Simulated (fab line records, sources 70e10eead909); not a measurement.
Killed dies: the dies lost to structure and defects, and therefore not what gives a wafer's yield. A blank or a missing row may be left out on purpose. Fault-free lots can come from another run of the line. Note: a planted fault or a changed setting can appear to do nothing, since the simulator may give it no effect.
Matching of chambers | flow nand harc | NHARC_P_STI_CMP_21 on cmp-02: 4 sister chambers
The step polishes, t overpolish 20 s, target thk 380.67 nm. 8 wafers are shown with their chamber, then 7 later ones without.

## WAFERS WITH THEIR CHAMBER
wafer  | chamber | motor current A (A) | retaining ring pressure frac
L712.1 | 3       | 10.2                | 0.999
L712.4 | 1       | 11.8                | 0.994
L712.5 | 3       | 10.3                | 0.998
L715.1 | 2       | 11.3                | 0.994
L715.2 | 0       | 12.6                | 0.996
L715.5 | 2       | 10.9                | 0.999
L716.3 | 1       | 12.2                | 1.001
L716.4 | 0       | 13.3                | 0.995

## WAFERS WHOSE CHAMBER IS MISSING
wafer  | motor current A (A) | retaining ring pressure frac
L716.5 | 12.1                | 1.002
L727.1 | 12.3                | 0.995
L727.4 | 10.3                | 1.002
L727.6 | 11.7                | 0.994
L728.3 | 11.9                | 1.004
L728.4 | 11.2                | 1.003
L728.5 | 10.9                | 1.000

## CHAMBER TAKEN BY EACH
wafer  | from the rows above          | in truth
L716.5 | can't be placed: 1 or 0      | 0
L727.1 | can't be placed: 1 or 0      | 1
L727.4 | can't be placed: 3 or 2      | 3
L727.6 | can't be placed: 1 or 2      | 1
L728.3 | can't be placed: 1 or 2      | 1
L728.4 | can't be placed: 2 or 1 or 3 | 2
L728.5 | can't be placed: 2 or 3      | 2
Placed correctly: 0 of 7. These rows do not allow placing 7 (true chamber among the candidates in 7). Placed wrongly: 0.
How it was worked out, from the rows above alone: a wafer's distance from a chamber is the root of the sum, over the readings, of the square of ((its reading less the chamber's mean) divided by the reading's scatter). The wafer belongs to the nearest chamber; if the next one is less than 2 further off, it can't be placed. A chamber's mean is the mean of its shown wafers. The scatter: take each reading less its chamber's mean, square it, sum over the shown wafers, divide by the number of wafers less the number of chambers, and take the root.
